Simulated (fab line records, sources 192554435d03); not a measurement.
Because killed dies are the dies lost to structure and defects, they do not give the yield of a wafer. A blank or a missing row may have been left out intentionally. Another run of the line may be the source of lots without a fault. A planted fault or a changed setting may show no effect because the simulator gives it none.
Split-lot study -- flow n5_finfet -- route with 1938 steps; 7 lots, 21 wafers read

== THE SPLIT ==
At N5_BEOL_M12_ETCH_68 (etches SOC in N2/H2, time 285 s), the setting time_s was moved away from the recipe's 285 s on 3 of the 21 wafers read, by -18.4% to -16.8%. For the rest of the wafers, this setting stayed at what the recipe calls for.

Reading taken at the split's own step.

== THE READING ==
SiARC_of_BEOL_M12_COAT_66.thk_nm (the simulator's own value, which no gauge read), in nm, at N5_BEOL_M12_ETCH_68 (etches SOC in N2/H2, time 285 s). There is no usual value for it anywhere in the file. Across the 18 wafers here that went through the recipe, the average is 85.6 nm and the standard deviation 0.42 nm.

wafer,"tool, chamber at the split","time_s as run, s",against the recipe,"SiARC_of_BEOL_M12_COAT_66.thk_nm, nm",against lot-mates on the recipe
L080.2,"rie_diel-04, 2",285,recipe,86,-
L080.3,"rie_diel-04, 3",285,recipe,85,-
L080.4,"rie_diel-04, 0",232.6,-18.4%,90,+4.5
L083.1,"rie_diel-01, 2",285,recipe,85.6,-
L083.3,"rie_diel-01, 1",285,recipe,86.4,-
L083.6,"rie_diel-01, 1",285,recipe,86.2,-
L078.2,"rie_diel-04, 1",285,recipe,85.6,-
L078.4,"rie_diel-04, 3",285,recipe,84.8,-
L078.5,"rie_diel-04, 0",285,recipe,85.4,-
L086.1,"rie_diel-05, 1,2",237.1,-16.8%,90,+4.2
L086.5,"rie_diel-05, 1,2",237.1,-16.8%,90,+4.2
L086.6,"rie_diel-05, 1",285,recipe,85.8,-
L089.1,"rie_diel-04, 2",285,recipe,85.8,-
L089.3,"rie_diel-04, 1",285,recipe,85.6,-
L089.6,"rie_diel-04, 1",285,recipe,85.4,-
L094.2,"rie_diel-04, 2",285,recipe,86,-
L094.4,"rie_diel-04, 3",285,recipe,85,-
L094.6,"rie_diel-04, 1",285,recipe,85.6,-
L092.2,"rie_diel-04, 2",285,recipe,86,-
L092.3,"rie_diel-04, 0",285,recipe,85.2,-
L092.6,"rie_diel-04, 3",285,recipe,85.4,-
Rows listing several chambers each stand for several wafers; the file does not say which wafer went through which chamber.

FIT RESULTS
A straight line over all 21 wafers: SiARC_of_BEOL_M12_COAT_66.thk_nm changes by -0.253 nm for each +1% of time_s; r = -0.97; the points scatter about the line by 0.42 nm.
The same after taking each lot's own level away (the mean of its wafers on the recipe; 21 wafers): -0.248 nm for each +1%; r = -0.98; scatter 0.33 nm.
Per that fit: largest time_s move, reading shift of 4.6 nm.
The lots' own levels span 85.27 to 86.07 nm, that is 1.9 times the standard deviation above.
Hence the lot-to-lot level has little effect on the slope; both slopes agree.
Check: +4.59 nm against its lot-mates is what the line predicts for one of the wafers moved furthest among these (-18.4%) when that wafer is left out of the fit. It came out at +4.5 nm against them.

== THE OTHER SPLITS THESE WAFERS WENT THROUGH ==
Before the reading, these wafers also passed through other splits. Each is held against what the fit with the lots' levels taken away leaves over:
other split on the same wafers,wafers away from the commonest value,r with SiARC_of_BEOL_M12_COAT_66.thk_nm (lot level and that fit taken away)
N5_BEOL_M9_TRENCH_ETCH_37 bias_w,9,-0.02
N5_BEOL_M10_ETCH_41 source_w,4,-0.18
N5_BEOL_M11_PEB_26 peb_time_s,8,+0.12
N5_BEOL_M11_TRENCH_ETCH_37 time_s,6,+0.11

== FILE'S OWN FIT ==
SiARC_of_BEOL_M12_COAT_66.thk_nm changes by -0.247 nm for each +1% of time_s, r = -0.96.
